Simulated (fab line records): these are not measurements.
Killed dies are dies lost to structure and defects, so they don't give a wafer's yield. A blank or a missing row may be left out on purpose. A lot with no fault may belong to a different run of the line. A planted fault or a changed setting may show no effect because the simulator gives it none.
8D (eight disciplines) problem report, filled in by code + flow n5-finfet + the parts of the form that need people (team, actions taken, sign-off) are left out

== 1. THE ISSUE ==
Mean of killed_at_M0_to_M3 at N5_PASSIVATION_PROBE_49: 150 across 2 wafers in 2 lots; on wafers with no fault it is 37 (standard deviation 12). That puts it +9.4 standard deviations away from the usual mean.
Earliest sighting: wafer L128.2 on prober-02 at day 16 11:48. The record holds 9 wafers of 3 lots with a number at this step. The rule behind "out" and "out of limits": a value lying over 4 standard deviations away from the usual mean. Any other wafer with a number is counted as sound.

== 2. WHAT THIS IS AND IS NOT ==
| question                    | is                                                                                 | is not                                                                                                                                           |
|-----------------------------|------------------------------------------------------------------------------------|--------------------------------------------------------------------------------------------------------------------------------------------------|
| which readings at this step | killed_at_M0_to_M3, defect-limited-yield, killed-dies, sort-n-pass, sort-yield-pct | killed_at_M4_up, killed-at-contacts, killed-at-front-end, killed-at-other, killed-short, sort_bin_4_leakage, sort_bin_6_memory, sort_bin_8_speed |
| which lots                  | L128, L132                                                                         | L125                                                                                                                                             |
| which wafers of those lots  | L128.2, L132.6                                                                     | L128.1, L128.5, L132.1, L132.5                                                                                                                   |
| read on which tools         | prober-01, prober-02                                                               | -                                                                                                                                                |
| when                        | from day 16 11:48                                                                  | up to then (4 sound wafers); but 3 sound wafers of L128, L132 came after                                                                         |

== 3. SUSPECTS, AND WHAT RULES EACH OUT ==
Counting: a tool at a process step up to the reading stays a suspect if it ran every lot that is out. Sound lots after the first of them don't rule it out here, since some wafers of a struck lot are sound.
- pvd-sputter-02 at N5_BEOL_M3_SPUTTER_79 (material Cu, target thk 4.5 nm, time 8.29 s): kept. Ran every lot that is out, first one L128 (day 11 05:17); last sound lot up to then L125 (day 10 03:23).
- pvd-sputter-02 at N5_PASSIVATION_SPUTTER_20 (material TaN, target thk 50 nm): kept. It ran every lot that is out, first L128 (day 16 05:59).
- rie-diel-05 at N5_PASSIVATION_PASS_ETCH_47 (etches SiNx in CF4/O2, target depth 770 nm, time 385 s): kept. It ran every lot that is out, first L128 (day 16 08:45).
Left after counting: pvd-sputter-02 at N5_BEOL_M3_SPUTTER_79, pvd-sputter-02 at N5_PASSIVATION_SPUTTER_20, rie-diel-05 at N5_PASSIVATION_PASS_ETCH_47.

== 4. THE CAUSE (what the simulator had put in) ==
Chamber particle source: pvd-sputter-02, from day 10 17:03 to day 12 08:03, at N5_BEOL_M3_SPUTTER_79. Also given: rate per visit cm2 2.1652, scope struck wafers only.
3 suspects survive the count, and this tool is in that group.

== 5. SEQUENCE OF EFFECTS, ordered by route ==
One row per reading whose mean, taken over the struck wafers that have a number, lies over 3 standard deviations from the usual. Readings are gone through only where the record gives a usual standard deviation; hours: the median, over the lots, of the time from a lot's start at the first step in this table giving one to that lot's start at this step; sigmas: the change measured in usual standard deviations.
| hours | step                    | reading              | usual  | on struck wafers | change | sigmas |
|-------|-------------------------|----------------------|--------|------------------|--------|--------|
| 0     | N5_PASSIVATION_PROBE_49 | defect-limited-yield | 90.5 % | 82.8             | -7.7   | -4.5   |
| 0     | N5_PASSIVATION_PROBE_49 | killed_at_M0_to_M3   | 37     | 150              | +112   | +9.4   |
| 0     | N5_PASSIVATION_PROBE_49 | killed-dies          | 112    | 203              | +91    | +4.3   |
| 0     | N5_PASSIVATION_PROBE_49 | killed-on-rim        | 15     | 30               | +14    | +3.2   |
| 0     | N5_PASSIVATION_PROBE_49 | sort_bin_5_function  | 5.6 %  | 9.8              | +4.2   | +3.5   |
| 0     | N5_PASSIVATION_PROBE_49 | sort-n-pass          | 1068   | 977              | -91    | -4.3   |
| 0     | N5_PASSIVATION_PROBE_49 | sort-yield-pct       | 90.5 % | 82.8             | -7.7   | -4.3   |
Process steps it contains:
- N5_PASSIVATION_PROBE_49

== 6. WHAT WOULD HAVE CAUGHT IT SOONER ==
In this record no reading fell out of limits until day 16 11:48, 139 hours after the fault had begun at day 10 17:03.
An alarm limit of 4 standard deviations would not have fired on the tool readings at N5_BEOL_M3_SPUTTER_79 for which the record gives a usual standard deviation, since none of them was out on any struck wafer.
Lots out: 2; all had begun N5_BEOL_M3_SPUTTER_79 on pvd-sputter-02 by day 16 11:48. A hold on the tool at that time would have spared none of them.
